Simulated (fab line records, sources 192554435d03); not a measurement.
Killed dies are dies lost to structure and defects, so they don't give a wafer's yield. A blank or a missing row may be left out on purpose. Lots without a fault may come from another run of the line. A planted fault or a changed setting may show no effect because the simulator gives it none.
A struck lot beside a sound one | flow n5_finfet | 15 steps out of a route of 1938
Sound: wafers L836.3, L836.4, L836.6. Struck: wafers L829.3, L829.4, L829.5. The cause comes at the end.
At each step with rows: each side's tool, then ch and its chambers, then its first start. Under that, the readings that differ: sound wafers | struck wafers | difference of the means | sigmas: that difference in standard deviations of wafers without a fault.
alike: readings whose means differ by less than 2 such deviations, and words and numbers that are the same on both sides. not compared: withheld readings, readings that some wafer has no value for, bounds like >300 that may hide the same value, and numbers for which the record gives no deviation and whose values overlap.
The two part at a step that has a row with sigmas, a row that says differs or no value, or rows on one side only. Numbers that don't overlap but have no deviation are shown without sigmas and don't part them. A reading that every wafer of one side lacks parts them only if that side has two wafers or more.

N5_HKMG_FIN_ETCHBACK_68: etches the open film in Cl2/Ar, stops on HfO2, target depth 0.5 nm.
  sound on rie_metal-02 ch 0,1, day 8 05:17; struck on rie_metal-01 ch 0,1, day 6 11:17
  alike: drypump_motor_current_A, oes_product_au, throttle_valve_pct
  not compared: rf_hours_counter_h
N5_HKMG_FIN_STRIP_69: strips in N2/H2, time 360 s.
  sound on plasma_asher-01 ch 0,1, day 8 05:31; struck on plasma_asher-01 ch 0,1, day 6 11:31
  alike: drypump_motor_current_A, heater_power_w
  not compared: rf_hours_counter_h
then, 6 steps without rows for these wafers: N5_HKMG_FIN_ALD_21 (deposits TiN, target thk 1.5 nm, pulse time 1 s, purge time 3 s); N5_HKMG_FIN_ALD_72 (deposits W, target thk 2 nm, pulse time 1 s, purge time 2 s); N5_HKMG_FIN_W_FILL_22 (material W, target thk 60 nm, time 18.2 s); N5_HKMG_FIN_PRECLEAN_83 (cleans in DIW, time 57.5 s); N5_HKMG_FIN_SRD_84 (dry time 32 s); N5_HKMG_FIN_CMP_23 (polishes, stops on SiNx, t overpolish 10 s, target thk 46.326 nm).
N5_HKMG_FIN_CMP_94: polishes, stops on SiNx, t overpolish 4.7 s, target thk 43.299 nm.
  sound on cmp-03 ch 0,1, day 8 11:44; struck on cmp-03 ch 0,1,2, day 6 12:51
  alike: motor_current_A
  not compared: pad_life_wafers
N5_HKMG_FIN_INSPECT_28: inspects for defects (darkfield).
  sound on defect_inspect-02, day 8 11:59; struck on defect_inspect-02, day 6 13:01
  alike: raw_defect_count
N5_GATE_CUT_ETCHBACK_00: etches W in SF6/Cl2.
  sound on rie_metal-02 ch 0,1, day 8 12:03; struck on rie_metal-01 ch 0,1, day 6 13:05
  alike: drypump_motor_current_A, oes_product_au, throttle_valve_pct
  not compared: rf_hours_counter_h
N5_GATE_CUT_ETCH_56: etches TiN in Cl2/Ar, target depth 21.6 nm.
  sound on rie_metal-02 ch 0,1, day 8 12:10; struck on rie_metal-01 ch 0,1, day 6 13:12
  no value came back on the struck wafers for any of 5 readings (bias_w (W), chamber_pressure_mTorr (mTorr) and others); on the sound wafers bias_w (W) reads 60.08 59.81 60.04
  not compared: rf_hours_counter_h
N5_GATE_CUT_ETCHBACK_30: etches TiN in Cl2/Ar, target depth 3 nm.
  sound on rie_metal-02 ch 0,1, day 8 12:14; struck on rie_metal-01 ch 0,1, day 6 13:16
  alike: drypump_motor_current_A, oes_product_au, throttle_valve_pct
  not compared: rf_hours_counter_h
N5_BEOL_M4_RC_MEAS_101:
  the record has rows for the sound wafers here (prober-02 ch 0, day 12 06:06) and none for the struck ones
-- the record jumps here: 8 days lie between the struck wafers' starts before and after (it left off in module BEOL_M4 and takes up again in module PASSIVATION, whose first step shown is number 1936 of the route) --
N5_PASSIVATION_PROBE_49:
  the record has rows for the struck wafers here (prober-02, day 14 06:01) and none for the sound ones

WHERE THEY PART
First at N5_GATE_CUT_ETCH_56; last, within this record, at N5_PASSIVATION_PROBE_49.

WHY: what the simulator had put in
Skipped step whole: rie_metal-01, from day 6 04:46 on, at N5_GATE_CUT_ETCH_56. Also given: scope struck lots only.
